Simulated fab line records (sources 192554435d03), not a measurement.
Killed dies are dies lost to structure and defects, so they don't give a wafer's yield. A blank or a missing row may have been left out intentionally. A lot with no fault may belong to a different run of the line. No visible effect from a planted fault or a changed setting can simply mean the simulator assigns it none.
Split-lot trial | flow n5 finfet | 21 wafers read across 7 lots, on a route 1938 steps long

## THE SPLIT ITSELF
At N5_BEOL_M15_COAT_04 (resist thk 800 nm), the setting spin rpm was moved away from the recipe's 1704 rpm on 6 of the 21 wafers read, by -7.2% to +10.0%. The other wafers ran this setting at the recipe's value.

Split to reading: the file shows no intervening step.

## THE READING
coat_of_BEOL_M15_COAT_04.thk nm (the simulator's own value, which no gauge read), in nm, at N5_BEOL_M15_ETCH_59 (etches BARC in N2/H2, target depth 89 nm, overetch 26.7 nm, time 67.9 s). There is no usual value for it anywhere in the file. The 15 wafers here that ran the recipe average 722.4 nm, standard deviation 4.1 nm.

wafer  | tool, chamber at the split | spin rpm as run, rpm | against the recipe | coat_of_BEOL_M15_COAT_04.thk nm, nm | against lot-mates on the recipe
L077.2 | litho track-03, 0          | 1704                 | recipe             | 719.4                               | -
L077.4 | litho track-03, 0          | 1704                 | recipe             | 723.8                               | -
L077.6 | litho track-03, 0          | 1704                 | recipe             | 722.2                               | -
L078.3 | litho track-05, 0          | 1874                 | +10.0%             | 690.8                               | -31.6
L078.5 | litho track-05, 0          | 1704                 | recipe             | 727.8                               | -
L078.6 | litho track-05, 0          | 1704                 | recipe             | 717                                 | -
L083.3 | litho track-05, 0          | 1776                 | +4.2%              | 706.8                               | no lot-mate on the recipe
L083.4 | litho track-05, 0          | 1776                 | +4.2%              | 708.8                               | no lot-mate on the recipe
L083.5 | litho track-05, 0          | 1776                 | +4.2%              | 706                                 | no lot-mate on the recipe
L085.2 | litho track-05, 0          | 1704                 | recipe             | 716.6                               | -
L085.3 | litho track-05, 0          | 1582                 | -7.2%              | 740.2                               | +22.2
L085.5 | litho track-05, 0          | 1704                 | recipe             | 719.4                               | -
L086.3 | litho track-04, 0          | 1704                 | recipe             | 731                                 | -
L086.4 | litho track-04, 0          | 1632                 | -4.2%              | 743.4                               | +18.6
L086.6 | litho track-04, 0          | 1704                 | recipe             | 718.6                               | -
L089.3 | litho track-03, 0          | 1704                 | recipe             | 720.6                               | -
L089.5 | litho track-03, 0          | 1704                 | recipe             | 722.4                               | -
L089.6 | litho track-03, 0          | 1704                 | recipe             | 720                                 | -
L097.1 | litho track-04, 0          | 1704                 | recipe             | 728.2                               | -
L097.4 | litho track-04, 0          | 1704                 | recipe             | 724.8                               | -
L097.5 | litho track-04, 0          | 1704                 | recipe             | 724                                 | -

THE FIT
A straight line over all 21 wafers: coat_of_BEOL_M15_COAT_04.thk nm changes by -3.25 nm for each +1% of spin rpm; r = -0.93; the points scatter about the line by 4.3 nm.
The same after taking each lot's own level away (the mean of its wafers on the recipe; 18 wafers): -3.28 nm for each +1%; r = -0.95; scatter 3.4 nm.
According to that fit, moving spin rpm by its largest amount changes the reading by 33 nm.
The span of the lots' own levels, 718.00 to 725.67 nm, comes to 1.9 times the standard deviation stated above.
The two slopes agree, so the slope changes little with the lot-to-lot level.
Check: with one of the wafers moved furthest among these (+10.0%) left out of the fit, the line predicts -34 nm for it against its lot-mates. It came out at -31.6 nm against them.

## OTHER SPLITS APPLIED TO THESE WAFERS
Before the reading, these wafers also passed through other splits. Each is held against what the fit with the lots' levels taken away leaves over:
other split on the same wafers    | wafers away from the commonest value | r with coat_of_BEOL_M15_COAT_04.thk nm (lot level and that fit taken away)
N5_BEOL_M10_TRENCH_ETCH_37 bias w | 4                                    | -0.57
N5_BEOL_M11_EXPOSE_25 dose mj     | 7                                    | +0.13
N5_BEOL_M11_ETCH_66 time s        | 6                                    | +0.35
N5_BEOL_M13_SPUTTER_43 time s     | 6                                    | -0.11
N5_BEOL_M14_ILD_DEP_00 time s     | 7                                    | -0.26

## THE WHOLE CHAIN: every reading that the file lists as answering this split, in the file's order
step                | what it does                                                            | reading                                                                          | change (the file's fit)              | r (the file's)
N5_BEOL_M15_COAT_04 | resist thk 800 nm                                                       | coat_of_BEOL_M15_COAT_04.thk nm (the simulator's own value, which no gauge read) | -3.83 nm for each +1% of the setting | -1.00
N5_BEOL_M15_ETCH_59 | etches BARC in N2/H2, target depth 89 nm, overetch 26.7 nm, time 67.9 s | coat_of_BEOL_M15_COAT_04.thk nm (the simulator's own value, which no gauge read) | -3.28 nm for each +1% of the setting | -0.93

## FILE'S OWN FIT
coat_of_BEOL_M15_COAT_04.thk nm changes by -3.28 nm for each +1% of spin rpm, r = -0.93.
